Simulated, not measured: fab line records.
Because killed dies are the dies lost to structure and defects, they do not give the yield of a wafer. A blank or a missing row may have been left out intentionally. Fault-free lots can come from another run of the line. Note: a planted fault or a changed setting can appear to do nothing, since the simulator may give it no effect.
Which tool is to blame?	flow nand_harc	6 lots (18 wafers sampled), 1 step of a 1302-step route

## WHAT THE GAUGES READ, wafer by wafer
NHARC_A_SGD_CUT_THK_MEAS_22: measures by ellipsometry.
lot	measured	on	thk_nm (nm)
L943	day 20 19:27	film_metro-01	146.7 148.5 146.3
L946	day 21 10:24	film_metro-02	144.9 148.6 147.6
L954	day 25 04:45	film_metro-02	149.8 149.4 147.2
L957	day 26 10:35	film_metro-01	151.0 148.9 150.9
L958	day 26 22:55	film_metro-02	147.3 150.1 148.6
L963	day 28 17:49	film_metro-01	150.0 150.1 144.7

## WHAT TOOL EACH LOT RAN ON (gives the tool, then ch and the chambers of the sampled wafers, and finally the start)
There is no process step in the record ahead of these readings.

## THE ANSWER, worked out from the rows above alone
Rule: the usual values come from the lots themselves. The widest of any qualifying gaps counts: lots, ordered by their means at a reading, are off when they make up no more than a third of the lots, leave a main group of 4 or more, and stand apart from it by 3 or more times the standard deviation of that group's means. Not used: any main group whose means are identical at the precision the tables above print for the reading. Also off: a lot with no number at a reading for which 4 or more lots have one. All remaining lots with rows at the step are treated as sound.
Across all readings shown, no lot is off: no conclusion can be drawn from this.

## WHAT HAD BEEN PUT IN BY THE SIMULATOR
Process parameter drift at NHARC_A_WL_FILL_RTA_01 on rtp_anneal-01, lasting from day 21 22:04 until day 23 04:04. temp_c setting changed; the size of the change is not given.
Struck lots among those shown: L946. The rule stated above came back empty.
